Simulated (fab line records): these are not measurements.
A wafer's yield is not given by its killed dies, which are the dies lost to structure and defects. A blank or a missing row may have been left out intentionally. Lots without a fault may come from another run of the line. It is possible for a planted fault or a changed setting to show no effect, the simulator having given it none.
A struck lot beside a sound one / flow nand_harc / 21 steps out of a route of 1302
Sound: these wafers, L681.1, L681.2, L681.3. Struck: wafer L695.6. (L695.1, L695.3 of the same lot were not struck and are left out.) The cause comes at the end.
At each step with rows: each side's tool, then ch and its chambers, then its first start. Under that, the readings that differ: sound wafers / struck wafers / difference of the means / sigmas: that difference in standard deviations of wafers without a fault.
alike: words and numbers the same on both sides, and readings whose means are apart by under 2 such deviations; not compared: readings that were withheld, readings missing a value for some wafer, numbers with overlapping values and no deviation given by the record, and bounds like >300 which may hide the same value.
Wherever a step has rows on one side only, a row that says differs or no value, or a row with sigmas, the two part there. Numbers that have no deviation but don't overlap get no sigmas and don't part them. A reading missing from all wafers of one side parts the sides only when that side holds two or more wafers.

first, 4 steps without rows for these wafers: NHARC_A_CHANNEL_HOLE_D1_ETCH_19 (etches the open film in C4F8/O2/Ar, time 34.5 s); NHARC_A_CHANNEL_HOLE_D1_ETCH_20 (etches the open film in C4F8/O2/Ar, time 361.9 s, target depth 1600 nm); NHARC_A_CHANNEL_HOLE_D1_ETCH_21 (etches the open film in C4F8/O2/Ar, time 514.3 s, target depth 1600 nm); NHARC_A_CHANNEL_HOLE_D1_ETCH_22 (etches the open film in C4F8/O2/Ar, time 666.7 s, target depth 1600 nm).
NHARC_A_CHANNEL_HOLE_D1_ETCH_23: etches the open film in C4F8/O2/Ar, time 819 s, target depth 1600 nm.
  sound on har_etch-01 ch 0,1, day 8 15:41; struck on har_etch-02 ch 0, day 14 17:23
  alike: c4f8_flow_sccm, drypump_motor_current_A, showerhead_plenum_p_Torr, throttle_valve_pct
  not compared: rf_hours_counter_h
then, 2 steps without rows for these wafers: NHARC_A_CHANNEL_HOLE_D1_ETCH_24 (etches the open film in C4F8/O2/Ar, time 906.2 s, target depth 1500 nm); NHARC_A_CHANNEL_HOLE_D1_ETCH_25 (etches the open film in C4F8/O2/Ar, time 1040.2 s, target depth 1500 nm).
NHARC_A_CHANNEL_HOLE_D1_ETCH_26: etches the open film in C4F8/O2/Ar, time 224.1 s, target depth 300 nm.
  sound on har_etch-01 ch 0,1, day 8 18:01; struck on har_etch-02 ch 0, day 14 19:44
reading=throttle_valve_pct (%); sound=24.587 24.599 24.568; struck=24.559; difference=-0.026; sigmas=-3
  alike: c4f8_flow_sccm, drypump_motor_current_A, showerhead_plenum_p_Torr
  not compared: rf_hours_counter_h
NHARC_A_CHANNEL_HOLE_D1_ETCH_33: etches the open film in C4F8/O2/Ar, time 90 s, target depth 400 nm.
  sound on har_etch-01 ch 0,1, day 8 18:14; struck on har_etch-02 ch 0, day 14 19:57
  alike: c4f8_flow_sccm, drypump_motor_current_A, showerhead_plenum_p_Torr, throttle_valve_pct
  not compared: rf_hours_counter_h
then, 3 steps without rows for these wafers: NHARC_A_CHANNEL_HOLE_D1_STRIP_41 (strips in N2/H2); NHARC_A_CHANNEL_HOLE_D1_STRIP_42 (strips in CF4/CHF3); NHARC_A_CHANNEL_HOLE_D1_STRIP_43 (strips in O2/COS).
NHARC_A_CHANNEL_HOLE_D1_ETCH_44: etches the open film in CF4/O2, target depth 140 nm, overetch 14 nm, time 77 s.
  sound on rie_diel-05 ch 1,2,3, day 8 18:59; struck on rie_diel-05 ch 2, day 14 20:41
  alike: drypump_motor_current_A, oes_product_au, rf_vpp_V, showerhead_plenum_p_Torr, throttle_valve_pct
  not compared: rf_hours_counter_h
NHARC_A_CHANNEL_HOLE_D1_STRIP_27: strips in O2.
  sound on rie_diel-05 ch 1,2,3; struck on rie_diel-05 ch 3
  alike: drypump_motor_current_A, oes_product_au, rf_vpp_V, showerhead_plenum_p_Torr, throttle_valve_pct
  not compared: rf_hours_counter_h
then, 2 steps without rows for these wafers: NHARC_A_CHANNEL_HOLE_D1_PRECLEAN_28 (cleans in SC1); NHARC_A_CHANNEL_HOLE_D1_SRD_29.
NHARC_A_CHANNEL_HOLE_D1_CD_MEAS_30:
  sound: cd_sem-02 at day 8 19:47; struck: cd_sem-02 at day 14 21:29
  alike: cd_nm
NHARC_A_CHANNEL_HOLE_D1_XSEM_31:
  sound on xsem-01 ch 0, day 8 19:52; struck on xsem-01 ch 0, day 14 21:34
  alike: bot_cd_nm, bow_nm, tilt_deg
NHARC_A_CHANNEL_HOLE_D1_INSPECT_40:
  sound: defect_inspect-01 at day 8 19:58; struck: defect_inspect-02 at day 14 21:40
reading=raw_defect_count; sound=66 54 56; struck=534; difference=+475; sigmas=+16
then, 1 step without rows for these wafers: NHARC_A_CHANNEL_FILL_D1_PRECLEAN_00 (cleans in SC1).
-- record jumps: 16 days between struck wafers' starts before vs after; left off in module A_CHANNEL_FILL_D1, resumes in module END, first step shown is number 1302 of the route --
NHARC_END_SORT_01:
  sound on prober-02 ch 0, day 24 10:35; struck on prober-01 ch 0, day 30 12:38
reading=killed_at_array; sound=45 46 41; struck=125; difference=+81; sigmas=+4
reading=killed_dies; sound=46 50 44; struck=132; difference=+85; sigmas=+4
reading=killed_open; sound=2 2 2; struck=8; difference=+6; sigmas=+3
  alike: killed_at_other, killed_at_periphery, killed_short

== WHERE THEY PART ==
Earliest at NHARC_A_CHANNEL_HOLE_D1_ETCH_26; latest, in this record, at NHARC_END_SORT_01.

WHY: what the simulator had put in
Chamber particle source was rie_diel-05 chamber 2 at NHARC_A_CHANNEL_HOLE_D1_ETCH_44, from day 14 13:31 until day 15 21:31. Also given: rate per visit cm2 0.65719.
